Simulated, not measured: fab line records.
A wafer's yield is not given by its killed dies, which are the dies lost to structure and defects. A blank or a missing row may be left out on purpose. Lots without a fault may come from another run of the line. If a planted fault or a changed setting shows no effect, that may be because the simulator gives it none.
Matching of chambers :: flow n5-finfet :: rie-diel-04 running N5_BEOL_M15_STRIP_36: 4 sister chambers
The step strips in O2. 4 wafers are shown with their chamber, then 9 later ones without.

## WAFERS, EACH WITH ITS CHAMBER
wafer: L089.3
chamber: 2
drypump-motor-current-A (A): 4.9

wafer: L089.6
chamber: 1
drypump-motor-current-A (A): 6.1

wafer: L087.3
chamber: 3
drypump-motor-current-A (A): 5.0

wafer: L087.5
chamber: 0
drypump-motor-current-A (A): 5.3

## WAFERS WHOSE CHAMBER IS MISSING
wafer: L093.1
drypump-motor-current-A (A): 6.2

wafer: L093.4
drypump-motor-current-A (A): 5.3

wafer: L093.5
drypump-motor-current-A (A): 5.2

wafer: L095.1
drypump-motor-current-A (A): 6.2

wafer: L095.3
drypump-motor-current-A (A): 4.9

wafer: L095.4
drypump-motor-current-A (A): 5.0

wafer: L097.1
drypump-motor-current-A (A): 4.9

wafer: L097.2
drypump-motor-current-A (A): 6.2

wafer: L097.5
drypump-motor-current-A (A): 5.0

## CHAMBER TAKEN BY EACH
wafer: L093.1
from the rows above: 1
in truth: 1

wafer: L093.4
from the rows above: 0
in truth: 0

wafer: L093.5
from the rows above: can't be placed: 0 or 3
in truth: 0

wafer: L095.1
from the rows above: 1
in truth: 1

wafer: L095.3
from the rows above: can't be placed: 2 or 3
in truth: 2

wafer: L095.4
from the rows above: can't be placed: 3 or 2
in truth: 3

wafer: L097.1
from the rows above: can't be placed: 2 or 3
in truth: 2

wafer: L097.2
from the rows above: 1
in truth: 1

wafer: L097.5
from the rows above: can't be placed: 3 or 2
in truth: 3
Placed correctly: 4 of 9. These rows do not allow placing 5 (true chamber among the candidates in 5). Number placed wrongly: 0.
How it was worked out, from the rows above alone: a wafer's distance from a chamber is the root of the sum, over the readings, of the square of ((its reading less the chamber's mean) divided by the reading's scatter). The wafer belongs to the nearest chamber; if the next one is less than 2 further off, it can't be placed. A chamber's mean is the mean of its shown wafers. The scatter: with one shown wafer a chamber, the root of the mean of the squares of how far each hidden wafer lies from its nearest shown one.
